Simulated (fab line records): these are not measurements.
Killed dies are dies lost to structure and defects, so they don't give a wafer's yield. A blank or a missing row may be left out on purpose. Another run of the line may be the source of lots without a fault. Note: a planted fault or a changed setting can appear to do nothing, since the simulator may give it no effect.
Matching of chambers | flow n5Finfet | N5_PMOS_HMC_CHANNEL_EPI_ETCH_38 on rieSi-06: 4 sister chambers
The step etches SiO2 in CF4, target depth 1.5 nm. 8 wafers are shown with their chamber, then 7 later ones without.

## WAFERS, EACH WITH ITS CHAMBER
wafer  | chamber | throttleValvePct (%) | drypumpMotorCurrentA (A)
L077.5 | 3       | 21.61                | 6.18
L084.1 | 2       | 21.65                | 6.03
L084.3 | 1       | 21.98                | 5.85
L087.1 | 0       | 22.28                | 5.92
L087.5 | 2       | 21.65                | 6.02
L087.6 | 1       | 21.97                | 5.82
L088.2 | 3       | 21.61                | 6.21
L088.3 | 0       | 22.27                | 5.92

## WAFERS WHOSE CHAMBER IS MISSING
wafer  | throttleValvePct (%) | drypumpMotorCurrentA (A)
L088.5 | 21.62                | 6.18
L096.1 | 21.67                | 6.06
L096.2 | 22.29                | 5.90
L096.5 | 21.97                | 5.83
L097.1 | 22.26                | 5.93
L097.2 | 21.99                | 5.81
L097.5 | 21.64                | 6.21

## WHICH CHAMBER EACH ONE RAN IN
wafer  | from the rows above | in truth
L088.5 | 3                   | 3
L096.1 | 2                   | 2
L096.2 | 0                   | 0
L096.5 | 1                   | 1
L097.1 | 0                   | 0
L097.2 | 1                   | 1
L097.5 | 3                   | 3
7 of 7 placed correctly. Left unplaced by these rows: 0. Placed wrongly: 0.
How it was worked out, from the rows above alone: a wafer's distance from a chamber is the root of the sum, over the readings, of the square of ((its reading less the chamber's mean) divided by the reading's scatter). The wafer belongs to the nearest chamber; if the next one is less than 2 further off, it can't be placed. Each chamber's mean is taken over the wafers shown for it. The scatter is the square root of a quotient: the sum, over the shown wafers, of each reading's squared deviation from its chamber's mean, divided by wafers minus chambers.
